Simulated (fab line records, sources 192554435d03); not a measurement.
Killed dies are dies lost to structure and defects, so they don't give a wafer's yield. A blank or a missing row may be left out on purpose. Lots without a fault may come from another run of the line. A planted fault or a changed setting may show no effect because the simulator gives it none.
Chamber matching | flow n5_finfet | N5_STI_FIN_REVEAL_ALD_14 on ald_sin-01: 4 sister chambers
The step deposits Si3N4, target thk 3 nm. 8 wafers are shown with their chamber, then 8 later ones without.

WAFERS WITH THEIR CHAMBER
wafer  | chamber | heater_power_w (W)
L080.1 | 0       | 767
L084.1 | 3       | 1029
L084.4 | 2       | 916
L084.6 | 1       | 995
L090.2 | 0       | 770
L090.4 | 1       | 985
L090.6 | 3       | 1019
L092.1 | 2       | 918

WAFERS WITHOUT THEIR CHAMBER
wafer  | heater_power_w (W)
L092.2 | 1005
L092.5 | 1004
L093.2 | 995
L093.4 | 779
L093.5 | 1031
L094.3 | 903
L094.4 | 968
L094.5 | 778

WHICH CHAMBER EACH WENT THROUGH
wafer  | from the rows above     | in truth
L092.2 | can't be placed: 1 or 3 | 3
L092.5 | can't be placed: 1 or 3 | 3
L093.2 | 1                       | 1
L093.4 | 0                       | 0
L093.5 | 3                       | 3
L094.3 | 2                       | 2
L094.4 | 1                       | 1
L094.5 | 0                       | 0
Placed correctly: 6 of 8. Can't be placed from these rows: 2 (the true chamber is among the candidates in 2). Placed wrongly: 0.
How it was worked out, from the rows above alone: a wafer's distance from a chamber is the root of the sum, over the readings, of the square of ((its reading less the chamber's mean) divided by the reading's scatter). The wafer belongs to the nearest chamber; if the next one is less than 2 further off, it can't be placed. A chamber's mean is the mean of its shown wafers. The scatter: the root of (the sum of the squares of (reading less its chamber's mean) over the shown wafers, divided by (wafers less chambers)).
